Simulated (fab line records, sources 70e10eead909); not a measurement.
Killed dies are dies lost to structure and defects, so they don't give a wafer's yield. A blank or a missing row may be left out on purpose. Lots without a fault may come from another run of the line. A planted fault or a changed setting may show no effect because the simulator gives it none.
Chamber matching | flow nand_harc | NHARC_A_CHANNEL_FILL_D1_STRIP_28 on rie_diel-11: 4 sister chambers
The step strips in O2, time 20 s. 4 wafers are shown with their chamber, then 7 later ones without.

WAFERS WITH THEIR CHAMBER
wafer  | chamber | oes_product_au (a.u.)
L088.4 | 3       | 1.001
L088.5 | 0       | 0.985
L086.1 | 2       | 0.985
L086.5 | 1       | 1.022

WAFERS WITHOUT THEIR CHAMBER
wafer  | oes_product_au (a.u.)
L086.6 | 0.999
L091.1 | 0.990
L091.3 | 0.999
L091.6 | 1.002
L093.3 | 1.014
L093.4 | 1.032
L093.6 | 0.999

WHICH CHAMBER EACH WENT THROUGH
wafer  | from the rows above          | in truth
L086.6 | 3                            | 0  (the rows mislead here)
L091.1 | can't be placed: 0 or 2 or 3 | 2
L091.3 | 3                            | 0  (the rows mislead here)
L091.6 | 3                            | 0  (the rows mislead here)
L093.3 | can't be placed: 1 or 3      | 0
L093.4 | 1                            | 1
L093.6 | 3                            | 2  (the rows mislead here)
Placed correctly: 1 of 7. Can't be placed from these rows: 2 (the true chamber is among the candidates in 1). Placed wrongly: 4.
How it was worked out, from the rows above alone: a wafer's distance from a chamber is the root of the sum, over the readings, of the square of ((its reading less the chamber's mean) divided by the reading's scatter). The wafer belongs to the nearest chamber; if the next one is less than 2 further off, it can't be placed. A chamber's mean is the mean of its shown wafers. The scatter: with one shown wafer a chamber, the root of the mean of the squares of how far each hidden wafer lies from its nearest shown one.
